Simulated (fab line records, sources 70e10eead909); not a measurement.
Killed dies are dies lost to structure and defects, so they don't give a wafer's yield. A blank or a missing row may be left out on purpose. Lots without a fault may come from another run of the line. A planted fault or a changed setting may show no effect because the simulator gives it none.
A struck lot beside a sound one | flow nand_harc | 24 steps out of a route of 1159
Sound: wafers L146.1, L146.4, L146.5. Struck: wafers L152.3, L152.4, L152.5. The cause comes at the end.
At each step with rows: each side's tool, then ch and its chambers, then its first start. Under that, the readings that differ: sound wafers | struck wafers | difference of the means | sigmas: that difference in standard deviations of wafers without a fault.
alike: readings whose means differ by less than 2 such deviations, and words and numbers that are the same on both sides. not compared: withheld readings, readings that some wafer has no value for, bounds like >300 that may hide the same value, and numbers for which the record gives no deviation and whose values overlap.
The two part at a step that has a row with sigmas, a row that says differs or no value, or rows on one side only. Numbers that don't overlap but have no deviation are shown without sigmas and don't part them. A reading that every wafer of one side lacks parts them only if that side has two wafers or more.

NHARC_P_CONTACT_DEP_30: deposits SiNx, target thk 30 nm.
  sound on pecvd-04 ch 0,1,2, day 5 20:40; struck on pecvd-03 ch 0,2, day 7 10:08
  alike: heater_power_w, rf_fwd_power_W
NHARC_P_CONTACT_DEP_00: deposits SiO2, target thk 500 nm.
  sound on pecvd-04 ch 0,1,2; struck on pecvd-03 ch 0,2
  alike: flow_sccm, heater_power_w, rf_fwd_power_W, showerhead_vpp_V, throttle_valve_pct
then, 9 steps without rows for these wafers: NHARC_P_CONTACT_CMP_01 (polishes SiO2, target thk 200 nm); NHARC_P_CONTACT_SRD_03; NHARC_P_CONTACT_DEHYDRATE_04 (time 120 s); NHARC_P_CONTACT_HMDS_05 (time 30 s); NHARC_P_CONTACT_COAT_33 (time 75 s); NHARC_P_CONTACT_COAT_34 (time 65 s); NHARC_P_CONTACT_COAT_06 (resist thk 90 nm); NHARC_P_CONTACT_SOFTBAKE_07 (time 55 s); NHARC_P_CONTACT_EBR_08.
NHARC_P_CONTACT_EXPOSE_09: exposes mask P CA, target cd 90 nm.
  sound on arfi_scanner-02 ch 0, day 5 22:00; struck on arfi_scanner-01 ch 0, day 7 11:32
  reading | sound                | struck                        | difference | sigmas
  mask    | P_CA#0 P_CA#0 P_CA#0 | P_CA_R1#0 P_CA_R1#0 P_CA_R1#0 | differs    |
then, 2 steps without rows for these wafers: NHARC_P_CONTACT_PEB_10 (peb time 65 s); NHARC_P_CONTACT_DEVELOP_11 (develop time 35 s).
NHARC_P_CONTACT_CD_MEAS_12: target cd 90 nm.
  sound on cd_sem-02 ch 0, day 5 22:08; struck on cd_sem-01 ch 0, day 7 11:41
  reading    | sound          | struck         | difference | sigmas
  cd_nm (nm) | 90.6 90.0 90.1 | 86.4 86.6 86.1 | -3.9       | -7
NHARC_P_CONTACT_OVL_MEAS_13:
  sound on overlay-01, day 5 22:14; struck on overlay-02, day 7 11:46
  reading           | sound       | struck         | difference | sigmas
  overlay_x_nm (nm) | 1.2 1.2 1.4 | -1.4 -1.9 -1.3 | -2.8       | -3
  alike: overlay_y_nm
NHARC_P_CONTACT_INSPECT_14:
  sound on defect_inspect-01, day 5 22:16; struck on defect_inspect-01, day 7 11:48
  alike: raw_defect_count
NHARC_P_CONTACT_DESCUM_17: chemistry O2, time 3 s.
  sound on rie_diel-05 ch 0,1,2, day 5 22:21; struck on rie_diel-12 ch 0,2,3, day 7 11:53
  reading                    | sound            | struck            | difference | sigmas
  model.P_CONTACT.cd_nm (nm) | 90.73 88.9 90.23 | 85.97 86.44 86.75 | -3.57      |
  alike: drypump_motor_current_A, mfc_ar_sccm, oes_product_au, rf_vpp_V, showerhead_plenum_p_Torr, throttle_valve_pct
  not compared: rf_hours_counter_h
NHARC_P_CONTACT_ETCH_35: etches the open film in CF4, target depth 39 nm, time 65 s.
  sound on rie_diel-05 ch 0,1,2, day 5 22:29; struck on rie_diel-12 ch 1,3, day 7 11:57
  alike: drypump_motor_current_A, mfc_ar_sccm, oes_product_au, rf_fwd_power_W, rf_vpp_V, showerhead_plenum_p_Torr, throttle_valve_pct
  not compared: rf_hours_counter_h
NHARC_P_CONTACT_ETCH_36: etches the open film in N2/H2, target depth 260 nm, time 406.25 s.
  sound on rie_diel-05 ch 0,2,3; struck on rie_diel-12 ch 0,2,3
  alike: drypump_motor_current_A, mfc_ar_sccm, oes_product_au, rf_fwd_power_W, rf_vpp_V, showerhead_plenum_p_Torr, throttle_valve_pct
  not compared: rf_hours_counter_h
NHARC_P_CONTACT_ETCH_18: etches the open film in C4F8/O2/Ar, target depth 481 nm, time 240.5 s.
  sound on rie_diel-05 ch 1,2,3; struck on rie_diel-12 ch 0,1,3
  alike: oes_product_au, rf_fwd_power_W, rf_vpp_V
  not compared: rf_hours_counter_h
then, 1 step without rows for these wafers: NHARC_P_CONTACT_STRIP_37 (strips in C4F8/O2/Ar).
NHARC_P_CONTACT_ETCH_31: etches the open film in CH3F/O2, target depth 30 nm, time 85.7 s.
  sound on rie_diel-05 ch 0,2,3; struck on rie_diel-12 ch 1,3
  alike: ch3f_flow_sccm, drypump_motor_current_A, mfc_ar_sccm, oes_product_au, rf_fwd_power_W, rf_vpp_V, showerhead_plenum_p_Torr, throttle_valve_pct
  not compared: rf_hours_counter_h, model.P_CONTACT.cd_nm
NHARC_P_CONTACT_CD_MEAS_19:
  sound on cd_sem-03, day 5 23:16; struck on cd_sem-01, day 7 13:08
  reading    | sound          | struck         | difference | sigmas
  cd_nm (nm) | 92.5 87.0 88.2 | 84.2 84.5 88.3 | -3.6       | -2

WHERE THEY PART
First at NHARC_P_CONTACT_EXPOSE_09; last, within this record, at NHARC_P_CONTACT_CD_MEAS_19.

WHY: what the simulator had put in
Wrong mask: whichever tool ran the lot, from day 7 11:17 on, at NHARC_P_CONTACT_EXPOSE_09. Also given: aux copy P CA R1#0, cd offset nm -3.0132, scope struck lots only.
